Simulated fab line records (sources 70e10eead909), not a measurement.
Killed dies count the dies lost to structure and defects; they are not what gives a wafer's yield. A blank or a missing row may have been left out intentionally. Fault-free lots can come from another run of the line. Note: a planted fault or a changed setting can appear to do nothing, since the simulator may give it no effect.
Which tool was responsible? || flow nand_harc || Sampling: 12 lots, 36 wafers, 5 of 1302 route steps

WHAT THE GAUGES READ, wafer by wafer
NHARC_P_CONTACT_INSPECT_27. Usual: raw_defect_count reads 284 (standard deviation 110).
{"lot": "L533", "measured": "day 6 15:16", "on": "defect_inspect-02", "raw_defect_count": "379 614 283", "flag": ""}
{"lot": "L534", "measured": "day 6 17:58", "on": "defect_inspect-02", "raw_defect_count": "282 250 218", "flag": ""}
{"lot": "L538", "measured": "day 8 12:16", "on": "defect_inspect-02", "raw_defect_count": "254 261 339", "flag": ""}
{"lot": "L541", "measured": "day 9 18:49", "on": "defect_inspect-02", "raw_defect_count": "793 321 344", "flag": ""}
{"lot": "L547", "measured": "day 12 04:43", "on": "defect_inspect-01", "raw_defect_count": "780 349 263", "flag": ""}
{"lot": "L548", "measured": "day 12 18:07", "on": "defect_inspect-01", "raw_defect_count": "244 151 224", "flag": ""}
{"lot": "L549", "measured": "day 12 23:04", "on": "defect_inspect-01", "raw_defect_count": "146 266 276", "flag": ""}
{"lot": "L550", "measured": "day 13 11:22", "on": "defect_inspect-01", "raw_defect_count": "136 148 176", "flag": ""}
{"lot": "L551", "measured": "day 13 22:25", "on": "defect_inspect-01", "raw_defect_count": "291 266 460", "flag": ""}
{"lot": "L552", "measured": "day 14 04:56", "on": "defect_inspect-01", "raw_defect_count": "236 308 315", "flag": ""}
{"lot": "L553", "measured": "day 14 17:56", "on": "defect_inspect-01", "raw_defect_count": "396 373 381", "flag": ""}
{"lot": "L555", "measured": "day 15 10:55", "on": "defect_inspect-02", "raw_defect_count": "181 283 325", "flag": ""}

NHARC_P_M0_OVL_MEAS_10: pitch 180 nm. Usual: overlay_x_nm -0.1 nm, standard deviation 0.85; overlay_y_nm 0.1 nm, standard deviation 0.69.
{"lot": "L533", "measured": "day 6 16:15", "on": "overlay-01", "overlay_x_nm (nm)": "0.1 0.2 0.1", "overlay_y_nm (nm)": "0.5 -0.3 0.3", "flag": ""}
{"lot": "L534", "measured": "day 6 18:58", "on": "overlay-02", "overlay_x_nm (nm)": "-0.4 -0.1 0.2", "overlay_y_nm (nm)": "1.7 1.9 2.5", "flag": ""}
{"lot": "L538", "measured": "day 8 13:14", "on": "overlay-01", "overlay_x_nm (nm)": "0.2 0.1 0.6", "overlay_y_nm (nm)": "-0.1 -0.1 -0.1", "flag": ""}
{"lot": "L541", "measured": "day 9 19:48", "on": "overlay-01", "overlay_x_nm (nm)": "-0.7 -0.9 0.0", "overlay_y_nm (nm)": "0.1 0.6 0.5", "flag": ""}
{"lot": "L547", "measured": "day 12 05:35", "on": "overlay-01", "overlay_x_nm (nm)": "-1.5 -1.8 -1.1", "overlay_y_nm (nm)": "-0.5 -0.2 -0.2", "flag": ""}
{"lot": "L548", "measured": "day 12 19:07", "on": "overlay-01", "overlay_x_nm (nm)": "-0.6 -0.7 -0.5", "overlay_y_nm (nm)": "-0.4 -0.1 0.0", "flag": ""}
{"lot": "L549", "measured": "day 12 23:55", "on": "overlay-01", "overlay_x_nm (nm)": "-1.7 -0.8 -0.4", "overlay_y_nm (nm)": "-1.3 -1.3 -0.9", "flag": ""}
{"lot": "L550", "measured": "day 13 12:22", "on": "overlay-01", "overlay_x_nm (nm)": "-0.6 -0.5 0.4", "overlay_y_nm (nm)": "-0.3 -0.6 -0.4", "flag": ""}
{"lot": "L551", "measured": "day 13 23:25", "on": "overlay-02", "overlay_x_nm (nm)": "-1.2 -1.7 -1.5", "overlay_y_nm (nm)": "0.5 0.2 0.9", "flag": ""}
{"lot": "L552", "measured": "day 14 06:20", "on": "overlay-02", "overlay_x_nm (nm)": "-0.7 -1.3 -0.8", "overlay_y_nm (nm)": "0.1 0.3 1.0", "flag": ""}
{"lot": "L553", "measured": "day 14 18:55", "on": "overlay-01", "overlay_x_nm (nm)": "-0.1 -0.3 -0.4", "overlay_y_nm (nm)": "0.5 -0.4 -0.8", "flag": ""}
{"lot": "L555", "measured": "day 15 11:55", "on": "overlay-01", "overlay_x_nm (nm)": "0.7 0.4 1.1", "overlay_y_nm (nm)": "-0.5 -1.2 -1.0", "flag": ""}

NHARC_END_SORT_01. Usual: for defect_limited_yield, 91.0 % with a standard deviation of 2.8; for killed_at_array, 56 with a standard deviation of 19; for killed_at_other, 0.6 with a standard deviation of 1; for killed_at_periphery, 3.9 with a standard deviation of 2.7; for killed_dies, 61 with a standard deviation of 19; for killed_open, 3.3 with a standard deviation of 1.9; for killed_short, 2.4 with a standard deviation of 1.7.
{"lot": "L541", "measured": "day 28 06:38", "on": "prober-01", "defect_limited_yield (%)": "0 96.0 94.5", "killed_at_array": "33 25 32", "killed_at_other": "0 0 3", "killed_at_periphery": "644 2 2", "killed_dies": "677 27 37", "killed_open": "4 3 4", "killed_short": "3 1 1", "flag": "OFF"}
{"lot": "L547", "measured": "day 31 05:36", "on": "prober-02", "defect_limited_yield (%)": "87.4 88.6 89.1", "killed_at_array": "74 72 72", "killed_at_other": "2 2 0", "killed_at_periphery": "9 3 2", "killed_dies": "85 77 74", "killed_open": "4 7 4", "killed_short": "3 2 6", "flag": ""}
{"lot": "L548", "measured": "day 30 20:13", "on": "prober-02", "defect_limited_yield (%)": "86.9 85.7 87.9", "killed_at_array": "85 89 78", "killed_at_other": "0 1 0", "killed_at_periphery": "4 7 4", "killed_dies": "89 97 82", "killed_open": "1 2 3", "killed_short": "3 3 4", "flag": ""}

WHAT TOOL EACH LOT RAN ON (gives the tool, then ch and the chambers of the sampled wafers, and finally the start)
{"lot": "L533", "NHARC_P_M0_ETCH_34": "rie_diel-04 ch 0,2, day 6 16:26", "NHARC_P_M0_ETCH_15": "rie_diel-04 ch 0,1,3, day 6 16:32"}
{"lot": "L534", "NHARC_P_M0_ETCH_34": "rie_diel-08 ch 0,2, day 6 19:12", "NHARC_P_M0_ETCH_15": "rie_diel-08 ch 1,2, day 6 19:18"}
{"lot": "L538", "NHARC_P_M0_ETCH_34": "rie_diel-10 ch 0,1,3, day 8 13:26", "NHARC_P_M0_ETCH_15": "rie_diel-10 ch 0,2,3, day 8 13:32"}
{"lot": "L541", "NHARC_P_M0_ETCH_34": "rie_diel-10 ch 2,3, day 9 19:59", "NHARC_P_M0_ETCH_15": "rie_diel-10 ch 0,2, day 9 20:05"}
{"lot": "L547", "NHARC_P_M0_ETCH_34": "rie_diel-04 ch 0,2, day 12 05:46", "NHARC_P_M0_ETCH_15": "rie_diel-04 ch 1,2,3, day 12 05:53"}
{"lot": "L548", "NHARC_P_M0_ETCH_34": "rie_diel-04 ch 0,1,3, day 12 19:18", "NHARC_P_M0_ETCH_15": "rie_diel-04 ch 0,3, day 12 19:23"}
{"lot": "L549", "NHARC_P_M0_ETCH_34": "rie_diel-04 ch 0,2,3, day 13 00:07", "NHARC_P_M0_ETCH_15": "rie_diel-04 ch 0,1,2, day 13 00:13"}
{"lot": "L550", "NHARC_P_M0_ETCH_34": "rie_diel-08 ch 0,3, day 13 12:33", "NHARC_P_M0_ETCH_15": "rie_diel-08 ch 1,2, day 13 12:40"}
{"lot": "L551", "NHARC_P_M0_ETCH_34": "rie_diel-10 ch 2,3, day 13 23:35", "NHARC_P_M0_ETCH_15": "rie_diel-10 ch 0,1, day 13 23:44"}
{"lot": "L552", "NHARC_P_M0_ETCH_34": "rie_diel-04 ch 0,1,3, day 14 06:32", "NHARC_P_M0_ETCH_15": "rie_diel-04 ch 0,2,3, day 14 06:37"}
{"lot": "L553", "NHARC_P_M0_ETCH_34": "rie_diel-04 ch 0,1,2, day 14 19:07", "NHARC_P_M0_ETCH_15": "rie_diel-04 ch 0,2,3, day 14 19:12"}
{"lot": "L555", "NHARC_P_M0_ETCH_34": "rie_diel-08 ch 1,2, day 15 12:05", "NHARC_P_M0_ETCH_15": "rie_diel-08 ch 2,3, day 15 12:11"}
- NHARC_P_M0_ETCH_34: etches the open film in N2/H2, target depth 40 nm, overetch 12 nm, time 43.94 s.
- NHARC_P_M0_ETCH_15: etches the open film in C4F8/Ar, target depth 150 nm, overetch 15 nm, time 82.5 s.

WHAT THE TOOLS THEMSELVES READ (means of the sampled wafers that have a number; where no wafer has one, the mark that the record gives instead)
NHARC_P_M0_ETCH_34. Usual: drypump_motor_current_A 5.6 A, standard deviation 0.51; h2_flow_sccm 150.0 sccm, standard deviation 0.49; oes_product_au 1.000 a.u., standard deviation 0.014; rf_vpp_V 430.2 V, standard deviation 2.9; showerhead_plenum_p_Torr 2.03 Torr, standard deviation 0.1; throttle_valve_pct 14.170 %, standard deviation 0.0094.
{"lot": "L533", "tool": "rie_diel-04", "drypump_motor_current_A (A)": 6.1, "h2_flow_sccm (sccm)": 149.7, "oes_product_au (a.u.)": 1.025, "rf_vpp_V (V)": 432.2, "showerhead_plenum_p_Torr (Torr)": 2.10, "throttle_valve_pct (%)": 14.174, "flag": ""}
{"lot": "L534", "tool": "rie_diel-08", "drypump_motor_current_A (A)": 6.2, "h2_flow_sccm (sccm)": 149.4, "oes_product_au (a.u.)": 1.015, "rf_vpp_V (V)": 429.3, "showerhead_plenum_p_Torr (Torr)": 1.97, "throttle_valve_pct (%)": 14.173, "flag": ""}
{"lot": "L538", "tool": "rie_diel-10", "drypump_motor_current_A (A)": 5.4, "h2_flow_sccm (sccm)": 149.9, "oes_product_au (a.u.)": 0.980, "rf_vpp_V (V)": 430.6, "showerhead_plenum_p_Torr (Torr)": 2.06, "throttle_valve_pct (%)": 14.178, "flag": ""}
{"lot": "L541", "tool": "rie_diel-10", "drypump_motor_current_A (A)": 5.3, "h2_flow_sccm (sccm)": 149.8, "oes_product_au (a.u.)": 0.987, "rf_vpp_V (V)": 428.1, "showerhead_plenum_p_Torr (Torr)": 1.95, "throttle_valve_pct (%)": 14.166, "flag": ""}
{"lot": "L547", "tool": "rie_diel-04", "drypump_motor_current_A (A)": 6.1, "h2_flow_sccm (sccm)": 149.8, "oes_product_au (a.u.)": 1.002, "rf_vpp_V (V)": 431.9, "showerhead_plenum_p_Torr (Torr)": 2.10, "throttle_valve_pct (%)": 14.167, "flag": ""}
{"lot": "L548", "tool": "rie_diel-04", "drypump_motor_current_A (A)": 5.5, "h2_flow_sccm (sccm)": 150.2, "oes_product_au (a.u.)": 1.006, "rf_vpp_V (V)": 428.7, "showerhead_plenum_p_Torr (Torr)": 2.04, "throttle_valve_pct (%)": 14.174, "flag": ""}
{"lot": "L549", "tool": "rie_diel-04", "drypump_motor_current_A (A)": 5.8, "h2_flow_sccm (sccm)": 150.0, "oes_product_au (a.u.)": 0.997, "rf_vpp_V (V)": 429.9, "showerhead_plenum_p_Torr (Torr)": 2.01, "throttle_valve_pct (%)": 14.172, "flag": ""}
{"lot": "L550", "tool": "rie_diel-08", "drypump_motor_current_A (A)": 5.4, "h2_flow_sccm (sccm)": 149.5, "oes_product_au (a.u.)": 1.010, "rf_vpp_V (V)": 429.8, "showerhead_plenum_p_Torr (Torr)": 2.03, "throttle_valve_pct (%)": 14.174, "flag": ""}
{"lot": "L551", "tool": "rie_diel-10", "drypump_motor_current_A (A)": 5.6, "h2_flow_sccm (sccm)": 149.5, "oes_product_au (a.u.)": 0.999, "rf_vpp_V (V)": 433.2, "showerhead_plenum_p_Torr (Torr)": 2.12, "throttle_valve_pct (%)": 14.161, "flag": ""}
{"lot": "L552", "tool": "rie_diel-04", "drypump_motor_current_A (A)": 5.5, "h2_flow_sccm (sccm)": 149.6, "oes_product_au (a.u.)": 1.008, "rf_vpp_V (V)": 430.1, "showerhead_plenum_p_Torr (Torr)": 2.04, "throttle_valve_pct (%)": 14.170, "flag": ""}
{"lot": "L553", "tool": "rie_diel-04", "drypump_motor_current_A (A)": 5.9, "h2_flow_sccm (sccm)": 150.3, "oes_product_au (a.u.)": 1.006, "rf_vpp_V (V)": 431.0, "showerhead_plenum_p_Torr (Torr)": 2.06, "throttle_valve_pct (%)": 14.175, "flag": ""}
{"lot": "L555", "tool": "rie_diel-08", "drypump_motor_current_A (A)": 5.8, "h2_flow_sccm (sccm)": 150.5, "oes_product_au (a.u.)": 1.009, "rf_vpp_V (V)": 430.9, "showerhead_plenum_p_Torr (Torr)": 2.06, "throttle_valve_pct (%)": 14.172, "flag": ""}

NHARC_P_M0_ETCH_15. Usual: oes_product_au 0.955 a.u., standard deviation 0.022; rf_vpp_V 441 V, standard deviation 3.
{"lot": "L533", "tool": "rie_diel-04", "oes_product_au (a.u.)": 0.955, "rf_vpp_V (V)": 442, "flag": ""}
{"lot": "L534", "tool": "rie_diel-08", "oes_product_au (a.u.)": 0.918, "rf_vpp_V (V)": 443, "flag": ""}
{"lot": "L538", "tool": "rie_diel-10", "oes_product_au (a.u.)": 0.944, "rf_vpp_V (V)": 438, "flag": ""}
{"lot": "L541", "tool": "rie_diel-10", "oes_product_au (a.u.)": 0.935, "rf_vpp_V (V)": 436, "flag": ""}
{"lot": "L547", "tool": "rie_diel-04", "oes_product_au (a.u.)": 0.969, "rf_vpp_V (V)": 440, "flag": ""}
{"lot": "L548", "tool": "rie_diel-04", "oes_product_au (a.u.)": 0.969, "rf_vpp_V (V)": 439, "flag": ""}
{"lot": "L549", "tool": "rie_diel-04", "oes_product_au (a.u.)": 0.964, "rf_vpp_V (V)": 441, "flag": ""}
{"lot": "L550", "tool": "rie_diel-08", "oes_product_au (a.u.)": 0.933, "rf_vpp_V (V)": 442, "flag": ""}
{"lot": "L551", "tool": "rie_diel-10", "oes_product_au (a.u.)": 0.953, "rf_vpp_V (V)": 446, "flag": ""}
{"lot": "L552", "tool": "rie_diel-04", "oes_product_au (a.u.)": 0.968, "rf_vpp_V (V)": 440, "flag": ""}
{"lot": "L553", "tool": "rie_diel-04", "oes_product_au (a.u.)": 0.973, "rf_vpp_V (V)": 441, "flag": ""}
{"lot": "L555", "tool": "rie_diel-08", "oes_product_au (a.u.)": 0.930, "rf_vpp_V (V)": 442, "flag": ""}

THE ANSWER, worked out from the rows above alone
Rule: lot off if the mean of its wafers having a number is beyond 3 standard deviations from the usual mean. A lot without any number at a reading at which 4 lots or more have one is off too. Where the step has rows for the other lots, those lots are counted as sound. First the gauges in route order, then the tools' own readings, where a lot's mean is used as printed above. The first step at which some lot is off is used, and at that step the reading that is off furthest; a lot without a number counts as furthest.
Off, at NHARC_END_SORT_01 on killed_at_periphery: L541. Neither off nor sound, because the step has no rows for them: L533, L534, L538, L549, L550, L551, L552, L553, L555.
A tool fits if, at a process step before that reading, it ran every lot that is off, and no sound lot after the first of them. Those tools and the gauges at NHARC_END_SORT_01 are tried in the same way. 2 tools fit, rie_diel-10 at NHARC_P_M0_ETCH_34 and NHARC_P_M0_ETCH_15 and prober-01 at NHARC_END_SORT_01, so this cannot tell which one it is.

WHAT THE SIMULATOR HAD PUT IN
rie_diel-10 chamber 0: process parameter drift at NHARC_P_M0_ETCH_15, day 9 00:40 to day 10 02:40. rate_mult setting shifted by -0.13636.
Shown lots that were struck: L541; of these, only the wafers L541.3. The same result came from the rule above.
